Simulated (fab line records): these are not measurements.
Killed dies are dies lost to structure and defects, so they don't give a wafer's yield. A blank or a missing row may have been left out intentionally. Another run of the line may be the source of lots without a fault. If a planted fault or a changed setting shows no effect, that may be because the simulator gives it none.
Which of the tools did it?	flow n5_finfet	21 lots, 63 wafers sampled, at 6 steps of a route of 1938

== WHAT THE GAUGES READ, wafer by wafer ==
The record lacks any reading of a measuring or inspecting step that a usual standard deviation could be used to judge.

== EACH LOT AND THE TOOL THAT RAN IT (in order: tool; ch and the chambers of the sampled wafers; start) ==
lot	N5_STI_FIN_REVEAL_ETCHBACK_08	N5_STI_FIN_REVEAL_STRIP_24	N5_DUMMY_GATE_CMP_04	N5_SDB_ETCH_18	N5_HKMG_FIN_ETCH_58	N5_HKMG_FIN_PWFM_ALD_03
L074	rie_diel-02 ch 0,2,3, day 2 09:45	rie_diel-02 ch 0,2,3, day 2 09:47	cmp-01 ch 0,2,3, day 2 16:46	rie_diel-02 ch 0,2,3, day 3 18:28	rie_diel-03 ch 0,2,3, day 4 00:26	ald_metal-04 ch 0,1, day 4 02:35
L075	rie_diel-03 ch 0,1,3, day 2 17:15	rie_diel-03 ch 0,1,3, day 2 17:17	cmp-02 ch 0,2,3, day 3 00:24	rie_diel-03 ch 0,2,3, day 4 04:17	rie_diel-06 ch 0,1,3, day 4 10:40	ald_metal-03 ch 0,1,2, day 4 12:52
L076	rie_diel-03 ch 0,2,3, day 2 23:46	rie_diel-03 ch 0,2,3, day 2 23:49	cmp-03 ch 2,3, day 3 06:46	rie_diel-03 ch 1,2, day 4 06:43	rie_diel-03 ch 1,2,3, day 4 12:40	ald_metal-03 ch 0,2, day 4 14:53
L077	rie_diel-03 ch 2,3, day 3 05:55	rie_diel-03 ch 2,3, day 3 05:57	cmp-02 ch 0,1,2, day 3 13:13	rie_diel-03 ch 0,1,2, day 4 16:19	rie_diel-03 ch 0,2,3, day 4 22:49	ald_metal-02 ch 0,2,3, day 5 01:26
L078	rie_diel-03 ch 1,2, day 3 10:28	rie_diel-03 ch 1,2, day 3 10:30	cmp-02 ch 0,1,2, day 3 17:35	rie_diel-06 ch 1,2,3, day 4 17:33	rie_diel-02 ch 0,2,3, day 5 00:04	ald_metal-04 ch 0,1,3, day 5 02:24
L079	rie_diel-02 ch 0,1,2, day 3 17:31	rie_diel-02 ch 0,1,2, day 3 17:32	cmp-03 ch 0,1, day 4 01:14	rie_diel-03 ch 0,1,3, day 5 01:20	rie_diel-02 ch 0,2,3, day 5 07:41	ald_metal-03 ch 2,3, day 5 10:02
L080	rie_diel-06 ch 0,3, day 3 23:08	rie_diel-06 ch 0,3, day 3 23:10	cmp-01 ch 0,2,3, day 4 06:18	rie_diel-02 ch 0,2,3, day 5 05:47	rie_diel-02 ch 0,2,3, day 5 11:31	ald_metal-03 ch 2,3, day 5 13:47
L081	rie_diel-03 ch 1,2,3, day 4 04:42	rie_diel-03 ch 1,2,3, day 4 04:44	cmp-01 ch 0,1,3, day 4 12:02	rie_diel-06 ch 1,2, day 5 11:19	rie_diel-06 ch 0,1,2, day 5 18:02	ald_metal-04 ch 0,1,2, day 5 20:11
L082	rie_diel-03 ch 0,2, day 4 10:45	rie_diel-03 ch 0,2, day 4 10:47	cmp-03 ch 0,1,2, day 4 18:25	rie_diel-02 ch 0,2, day 5 18:55	rie_diel-03 ch 1,2,3, day 6 02:48	ald_metal-03 ch 1,2,3, day 6 05:02
L083	rie_diel-03 ch 0,1,3, day 4 15:09	rie_diel-03 ch 0,1,3, day 4 15:11	cmp-03 ch 0,2,3, day 5 00:26	rie_diel-06 ch 0,2, day 6 01:13	rie_diel-03 ch 1,3, day 6 07:11	ald_metal-02 ch 0,2, day 6 09:29
L085	rie_diel-03 ch 1,2,3, day 5 06:16	rie_diel-03 ch 1,2,3, day 5 06:18	cmp-02 ch 0,1,3, day 5 13:19	rie_diel-02 ch 0,1, day 6 12:56	rie_diel-02 ch 0,2, day 6 18:44	ald_metal-02 ch 0,1,3, day 6 20:52
L086	rie_diel-02 ch 0,2,3, day 5 13:14	rie_diel-02 ch 0,2,3, day 5 13:16	cmp-01 ch 0,1,2, day 5 20:35	rie_diel-03 ch 0,1,3, day 6 21:10	rie_diel-02 ch 1,2, day 7 03:11	ald_metal-04 ch 1,2,3, day 7 05:34
L088	rie_diel-02 ch 0,2, day 6 00:06	rie_diel-02 ch 0,2, day 6 00:08	cmp-02 ch 0,1,2, day 6 07:25	rie_diel-02 ch 1,3, day 7 06:57	rie_diel-03 ch 2,3, day 7 12:52	ald_metal-04 ch 0,1,3, day 7 15:08
L089	rie_diel-06 ch 0,1,2, day 6 05:16	rie_diel-06 ch 0,1,2, day 6 05:19	cmp-02 ch 1,2, day 6 12:31	rie_diel-06 ch 0,3, day 7 15:08	rie_diel-02 ch 0,1,3, day 7 20:58	ald_metal-04 ch 0,1,2, day 7 23:07
L090	rie_diel-02 ch 0,1,2, day 6 10:37	rie_diel-02 ch 0,1,2, day 6 10:39	cmp-01 ch 1,2, day 6 18:03	rie_diel-02 ch 0,1,2, day 7 17:00	rie_diel-03 ch 0,1,2, day 7 22:35	ald_metal-03 ch 1,2, day 8 00:44
L091	rie_diel-02 ch 0,1,2, day 6 16:50	rie_diel-02 ch 0,1,2, day 6 16:52	cmp-03 ch 0,2, day 6 23:48	rie_diel-03 ch 0,1,2, day 7 23:49	rie_diel-06 ch 0,1, day 8 05:52	ald_metal-02 ch 0,1,2, day 8 08:04
L092	rie_diel-02 ch 1,2, day 6 23:01	rie_diel-02 ch 1,2, day 6 23:03	cmp-03 ch 0,1,2, day 7 06:35	rie_diel-03 ch 0,1,2, day 8 07:09	rie_diel-02 ch 0,1,2, day 8 16:08	ald_metal-02 ch 2,3, day 8 18:18
L093	rie_diel-03 ch 0,2,3, day 7 04:14	rie_diel-03 ch 0,2,3, day 7 04:16	cmp-02 ch 0,2,3, day 7 11:20	rie_diel-03 ch 2,3, day 8 11:21	rie_diel-02 ch 1,2,3, day 8 18:49	ald_metal-04 ch 0,3, day 8 21:02
L094	rie_diel-02 ch 0,2, day 7 09:59	rie_diel-02 ch 0,2, day 7 10:01	cmp-01 ch 0,1,3, day 7 17:02	rie_diel-03 ch 0,1,2, day 8 17:31	rie_diel-06 ch 1,2,3, day 8 23:57	ald_metal-02 ch 0,1,3, day 9 02:06
L096	rie_diel-06 ch 1,2,3, day 7 21:43	rie_diel-06 ch 1,2,3, day 7 21:45	cmp-03 ch 0,1, day 8 04:43	rie_diel-02 ch 0,2,3, day 9 07:23	rie_diel-02 ch 2,3, day 9 13:18	ald_metal-03 ch 0,1, day 9 15:35
L097	rie_diel-06 ch 1,2,3, day 8 04:20	rie_diel-06 ch 1,2,3, day 8 04:22	cmp-02 ch 0,1,3, day 8 11:25	rie_diel-03 ch 2,3, day 9 12:16	rie_diel-03 ch 0,1, day 9 18:35	ald_metal-04 ch 0,3, day 9 20:43
- N5_STI_FIN_REVEAL_ETCHBACK_08: etches SiO2 in C4F6/O2, target depth 30.5 nm, time 10.167 s.
- N5_STI_FIN_REVEAL_STRIP_24: strips in N2/H2, time 90 s.
- N5_DUMMY_GATE_CMP_04: polishes a-Si.
- N5_SDB_ETCH_18: etches SOC in N2/H2, target depth 100 nm, overetch 20 nm, time 150 s.
- N5_HKMG_FIN_ETCH_58: etches SOC in N2/H2, target depth 215.8 nm, time 741 s.
- N5_HKMG_FIN_PWFM_ALD_03: deposits TiN, target thk 2 nm, pulse time 1 s, purge time 3 s.

== WHAT THE TOOLS THEMSELVES READ (means of the sampled wafers that have a number; where no wafer has one, the mark that the record gives instead) ==
N5_STI_FIN_REVEAL_ETCHBACK_08.
lot	tool	O2_flow_sccm (sccm)	drypump_motor_current_A (A)	oes_product_au (a.u.)	rf_vpp_V (V)	showerhead_plenum_p_Torr (Torr)	throttle_valve_pct (%)
L074	rie_diel-02	10.00	5.71	0.74	653	2.78	21.23
L075	rie_diel-03	10.00	5.42	0.78	670	2.85	20.93
L076	rie_diel-03	10.01	5.59	0.83	674	2.90	20.96
L077	rie_diel-03	10.01	5.85	0.84	667	2.87	20.92
L078	rie_diel-03	10.01	5.40	0.89	686	2.80	20.89
L079	rie_diel-02	9.97	5.51	0.76	656	2.77	21.39
L080	rie_diel-06	10.01	5.98	0.87	656	2.74	20.87
L081	rie_diel-03	9.99	5.62	0.85	675	2.83	20.91
L082	rie_diel-03	10.02	5.50	0.87	688	2.92	20.97
L083	rie_diel-03	10.02	5.42	0.77	670	2.84	20.96
L085	rie_diel-03	9.97	5.61	0.84	675	2.83	20.93
L086	rie_diel-02	9.99	5.72	0.71	653	2.77	21.28
L088	rie_diel-02	9.95	5.69	0.73	635	2.73	21.23
L089	rie_diel-06	10.01	5.67	0.90	659	2.85	20.96
L090	rie_diel-02	10.02	5.55	0.74	656	2.76	21.43
L091	rie_diel-02	10.01	5.55	0.74	656	2.76	21.43
L092	rie_diel-02	10.01	5.38	0.75	677	2.78	21.62
L093	rie_diel-03	10.03	5.58	0.79	673	2.89	21.01
L094	rie_diel-02	10.03	5.69	0.71	642	2.76	21.23
L096	rie_diel-06	9.98	5.63	0.82	649	2.83	21.17
L097	rie_diel-06	10.00	5.62	0.81	649	2.83	21.18

N5_STI_FIN_REVEAL_STRIP_24.
lot	tool	drypump_motor_current_A (A)	oes_product_au (a.u.)	rf_vpp_V (V)	showerhead_plenum_p_Torr (Torr)	throttle_valve_pct (%)
L074	rie_diel-02	5.72	0.74	45.0	3.34	12.5
L075	rie_diel-03	5.43	0.79	45.4	3.38	12.0
L076	rie_diel-03	5.58	0.84	46.0	3.44	12.0
L077	rie_diel-03	5.85	0.86	46.0	3.40	12.0
L078	rie_diel-03	5.40	0.88	45.0	3.31	11.8
L079	rie_diel-02	5.53	0.76	45.2	3.31	12.5
L080	rie_diel-06	6.01	0.86	44.4	3.27	12.0
L081	rie_diel-03	5.61	0.86	45.8	3.35	11.9
L082	rie_diel-03	5.52	0.87	44.9	3.44	11.9
L083	rie_diel-03	5.42	0.77	45.0	3.37	12.1
L085	rie_diel-03	5.62	0.85	45.0	3.35	11.9
L086	rie_diel-02	5.73	0.72	45.7	3.33	12.6
L088	rie_diel-02	5.70	0.73	45.1	3.30	12.6
L089	rie_diel-06	5.67	0.89	44.5	3.40	12.0
L090	rie_diel-02	5.53	0.74	45.7	3.30	12.6
L091	rie_diel-02	5.55	0.73	45.5	3.29	12.6
L092	rie_diel-02	5.40	0.76	44.9	3.29	12.5
L093	rie_diel-03	5.59	0.79	44.1	3.42	12.1
L094	rie_diel-02	5.70	0.72	45.2	3.31	12.6
L096	rie_diel-06	5.65	0.81	44.7	3.36	12.2
L097	rie_diel-06	5.64	0.81	45.3	3.36	12.2

N5_DUMMY_GATE_CMP_04.
lot	tool	motor_current_A (A)	pad_life_wafers	slurry_filter_dp_kPa (kPa)	time_to_endpoint_s (s)
L074	cmp-01	10.7	692	13.54	17
L075	cmp-02	9.4	620	13.40	15
L076	cmp-03	10.7	1998	13.46	8
L077	cmp-02	9.9	734	13.43	12
L078	cmp-02	9.6	776	13.64	12
L079	cmp-03	9.2	0	13.40	10
L080	cmp-01	11.0	980	13.52	16
L081	cmp-01	10.7	1040	13.49	13
L082	cmp-03	9.5	146	13.54	10
L083	cmp-03	10.2	188	13.40	11
L085	cmp-02	9.8	1142	13.42	13
L086	cmp-01	11.3	1279	13.49	15
L088	cmp-02	9.9	1310	13.42	10
L089	cmp-02	9.5	1357	13.59	11
L090	cmp-01	11.3	1446	13.53	15
L091	cmp-03	9.7	571	13.64	9
L092	cmp-03	9.3	656	13.58	11
L093	cmp-02	9.5	1562	13.39	14
L094	cmp-01	10.9	1682	13.33	15
L096	cmp-03	8.8	841	13.51	13
L097	cmp-02	9.7	1755	13.48	15

N5_SDB_ETCH_18.
lot	tool	drypump_motor_current_A (A)	oes_product_au (a.u.)	rf_vpp_V (V)	showerhead_plenum_p_Torr (Torr)	throttle_valve_pct (%)
L074	rie_diel-02	5.72	0.66	522.4	2.51	18.2
L075	rie_diel-03	5.60	0.73	524.8	2.59	17.6
L076	rie_diel-03	5.41	0.79	523.2	2.49	17.4
L077	rie_diel-03	5.35	0.75	524.0	2.55	17.5
L078	rie_diel-06	5.62	0.77	523.9	2.55	17.8
L079	rie_diel-03	5.39	0.69	524.4	2.53	17.6
L080	rie_diel-02	5.71	0.65	521.2	2.50	18.3
L081	rie_diel-06	5.46	0.83	525.5	2.61	17.7
L082	rie_diel-02	5.70	0.66	521.6	2.48	18.2
L083	rie_diel-06	5.86	0.81	523.9	2.52	17.7
L085	rie_diel-02	5.56	0.68	521.3	2.46	18.3
L086	rie_diel-03	5.41	0.68	523.0	2.53	17.6
L088	rie_diel-02	5.56	0.80	522.1	2.51	18.0
L089	rie_diel-06	6.01	0.74	522.0	2.45	17.6
L090	rie_diel-02	5.52	0.66	522.1	2.47	18.3
L091	rie_diel-03	5.36	0.71	524.0	2.54	17.6
L092	rie_diel-03	5.36	0.72	524.6	2.54	17.6
L093	rie_diel-03	5.79	0.75	525.1	2.56	17.5
L094	rie_diel-03	5.35	0.71	524.6	2.53	17.6
L096	rie_diel-02	5.70	0.70	522.0	2.49	18.2
L097	rie_diel-03	5.85	0.70	524.3	2.54	17.7

N5_HKMG_FIN_ETCH_58.
lot	tool	drypump_motor_current_A (A)	oes_product_au (a.u.)	rf_vpp_V (V)	showerhead_plenum_p_Torr (Torr)	throttle_valve_pct (%)
L074	rie_diel-03	5.59	0.80	99.1	2.59	17.6
L075	rie_diel-06	5.78	0.88	98.0	2.50	17.6
L076	rie_diel-03	5.65	0.83	99.2	2.52	17.5
L077	rie_diel-03	5.58	0.80	99.3	2.58	17.6
L078	rie_diel-02	5.71	0.71	98.7	2.50	18.2
L079	rie_diel-02	5.71	0.72	97.6	2.50	18.2
L080	rie_diel-02	5.71	0.72	98.8	2.50	18.2
L081	rie_diel-06	5.63	0.92	99.4	2.56	17.6
L082	rie_diel-03	5.62	0.82	100.1	2.51	17.5
L083	rie_diel-03	5.69	0.76	100.0	2.50	17.6
L085	rie_diel-02	5.69	0.72	98.8	2.50	18.2
L086	rie_diel-02	5.54	0.74	99.1	2.49	18.1
L088	rie_diel-03	5.83	0.78	99.2	2.54	17.6
L089	rie_diel-02	5.56	0.81	97.8	2.47	18.1
L090	rie_diel-03	5.35	0.80	99.3	2.54	17.5
L091	rie_diel-06	5.80	0.87	99.3	2.51	17.6
L092	rie_diel-02	5.55	0.72	97.5	2.47	18.2
L093	rie_diel-02	5.54	0.79	99.8	2.49	18.1
L094	rie_diel-06	5.63	0.82	99.0	2.53	17.9
L096	rie_diel-02	5.71	0.77	100.0	2.51	18.0
L097	rie_diel-03	5.14	0.72	99.3	2.55	17.7

N5_HKMG_FIN_PWFM_ALD_03.
lot	tool	heater_power_w (W)	precursor_pulse_height_rel
L074	ald_metal-04	918	1.004
L075	ald_metal-03	984	1.010
L076	ald_metal-03	957	1.009
L077	ald_metal-02	833	1.008
L078	ald_metal-04	903	0.998
L079	ald_metal-03	971	0.992
L080	ald_metal-03	1017	1.006
L081	ald_metal-04	878	0.976
L082	ald_metal-03	1011	0.998
L083	ald_metal-02	847	0.998
L085	ald_metal-02	876	0.998
L086	ald_metal-04	897	1.023
L088	ald_metal-04	902	0.992
L089	ald_metal-04	877	0.982
L090	ald_metal-03	1054	0.993
L091	ald_metal-02	881	1.000
L092	ald_metal-02	818	0.978
L093	ald_metal-04	869	0.986
L094	ald_metal-02	879	0.995
L096	ald_metal-03	921	1.009
L097	ald_metal-04	887	1.003

== THE ANSWER, worked out from the rows above alone ==
Rule: the lots themselves supply what counts as usual. The widest of any qualifying gaps counts: lots, ordered by their means at a reading, are off when they make up no more than a third of the lots, leave a main group of 4 or more, and stand apart from it by 3 or more times the standard deviation of that group's means. Not used: any main group whose means are identical at the precision the tables above print for the reading. Also off: a lot with no number at a reading for which 4 or more lots have one. Where the step has rows for the other lots, those lots are counted as sound. The gauges are gone through in route order, then the tools' own readings, and for those a lot's mean is taken as printed above. The first step at which some lot is off is used, and at that step the reading that is off furthest; a lot without a number counts as furthest.
Nothing can be told from this: no lot is off at any reading shown.

== WHAT THE SIMULATOR PUT IN ==
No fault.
